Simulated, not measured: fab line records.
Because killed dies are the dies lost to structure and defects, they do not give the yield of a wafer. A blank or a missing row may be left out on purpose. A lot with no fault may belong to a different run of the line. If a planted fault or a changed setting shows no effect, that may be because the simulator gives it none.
The tool behind it: which one?	flow nandHarc	12 lots with 36 wafers sampled at 5 steps, on a route of 1159 steps

WHAT THE GAUGES READ, wafer by wafer
NHARC_A_BONDPAD_THK_MEAS_20: measures by xrf.
lot	measured	on	thkNm (nm)
L075	day 18 12:44	filmMetro-01	168.0 167.1 168.5
L076	day 18 13:32	filmMetro-01	172.2 171.3 173.4
L081	day 19 10:14	filmMetro-01	170.6 169.4 169.7
L078	day 19 17:13	filmMetro-01	169.7 168.1 169.1
L082	day 20 00:43	filmMetro-01	171.0 171.0 169.2
L084	day 20 14:12	filmMetro-01	170.0 172.6 168.6
L088	day 20 21:03	filmMetro-02	167.9 170.5 168.4
L089	day 21 20:23	filmMetro-02	171.6 170.8 171.7
L092	day 22 03:58	filmMetro-01	168.3 170.2 170.9
L094	day 22 12:47	filmMetro-02	168.5 170.2 169.6
L095	day 23 00:34	filmMetro-01	170.5 167.8 170.6
L096	day 24 01:12	filmMetro-01	170.1 167.7 168.9

WHICH TOOL RAN EACH LOT (tool, then ch and the chambers of the sampled wafers, then the start)
lot	NHARC_A_CONTACT_ETCH_135	NHARC_A_CONTACT_ETCH_92	NHARC_A_BLC_ETCH_17	NHARC_A_BLC_PVD_32
L075	harCapEtch-03 ch 0,1, day 17 06:34	rieDiel-02 ch 0,2,3, day 17 07:29	rieDiel-07 ch 0,2,3, day 18 12:44 or earlier	pvdSputter-03, day 18 12:44 or earlier
L076	harCapEtch-03 ch 1, day 17 11:47	rieDiel-12 ch 2,3, day 17 12:56	rieDiel-06 ch 2,3, day 18 13:32 or earlier	pvdSputter-03, day 18 13:32 or earlier
L081	harCapEtch-02 ch 0,1, day 18 10:40	rieDiel-02 ch 1,2,3, day 18 11:31	rieDiel-07 ch 0,3, day 19 10:14 or earlier	pvdSputter-03, day 19 10:14 or earlier
L078	harCapEtch-01 ch 0,1, day 18 14:33	rieDiel-02 ch 1,2,3, day 18 15:25	rieDiel-06 ch 1,2, day 19 17:13 or earlier	pvdSputter-03, day 19 17:13 or earlier
L082	harCapEtch-01 ch 0,1, day 19 01:13	rieDiel-04 ch 0,2,3, day 19 02:07	rieDiel-06 ch 0,1,3, day 20 00:43 or earlier	pvdSputter-02, day 20 00:43 or earlier
L084	harCapEtch-02 ch 0, day 19 15:35	rieDiel-12 ch 1,2,3, day 19 16:30	rieDiel-01 ch 0,2, day 20 14:12 or earlier	pvdSputter-02, day 20 14:12 or earlier
L088	harCapEtch-01 ch 1, day 19 23:49	rieDiel-04 ch 0,1,3, day 20 00:44	rieDiel-07 ch 1,2,3, day 20 21:03 or earlier	pvdSputter-02, day 20 21:03 or earlier
L089	harCapEtch-02 ch 0,1, day 20 17:32	rieDiel-12 ch 0,1,2, day 20 18:28	rieDiel-06 ch 0,2,3, day 21 20:23 or earlier	pvdSputter-02, day 21 20:23 or earlier
L092	harCapEtch-01 ch 0,1, day 21 04:40	rieDiel-02 ch 0,1,3, day 21 05:32	rieDiel-06 ch 2,3, day 22 03:58 or earlier	pvdSputter-03, day 22 03:58 or earlier
L094	harCapEtch-02 ch 0,1, day 21 11:46	rieDiel-12 ch 0,2,3, day 21 13:10	rieDiel-07 ch 1,2,3, day 22 12:47 or earlier	pvdSputter-02, day 22 12:47 or earlier
L095	harCapEtch-01 ch 0,1, day 22 04:38	rieDiel-12 ch 1,2,3, day 22 05:32	rieDiel-01 ch 0,1,3, day 23 00:34 or earlier	pvdSputter-03, day 23 00:34 or earlier
L096	harCapEtch-03 ch 0,1, day 22 18:07	rieDiel-12 ch 0,1,2, day 22 19:01	rieDiel-07 ch 0,3, day 24 01:12 or earlier	pvdSputter-01, day 24 01:12 or earlier
- NHARC_A_CONTACT_ETCH_135: etches the open film in C4F8/O2/Ar, time 132 s, target depth 1287 nm.
- NHARC_A_CONTACT_ETCH_92: etches the open film in CH3F/O2, target depth 40 nm, time 85.7 s.
- NHARC_A_BLC_ETCH_17: etches the open film in N2/H2, target depth 390 nm, time 609.38 s.
- NHARC_A_BLC_PVD_32: deposits Ti, target thk 5 nm, time 17.7 s.

THE ANSWER, worked out from the rows above alone
Rule: usual is defined by the lots themselves. The widest of any qualifying gaps counts: lots, ordered by their means at a reading, are off when they make up no more than a third of the lots, leave a main group of 4 or more, and stand apart from it by 3 or more times the standard deviation of that group's means. If all means in a main group match to the digits the tables above print for the reading, that group is not used. Also off: a lot with no number at a reading for which 4 or more lots have one. Where the step has rows for the other lots, those lots are counted as sound.
Across all readings shown, no lot is off: no conclusion can be drawn from this.

WHAT HAD BEEN PUT IN BY THE SIMULATOR
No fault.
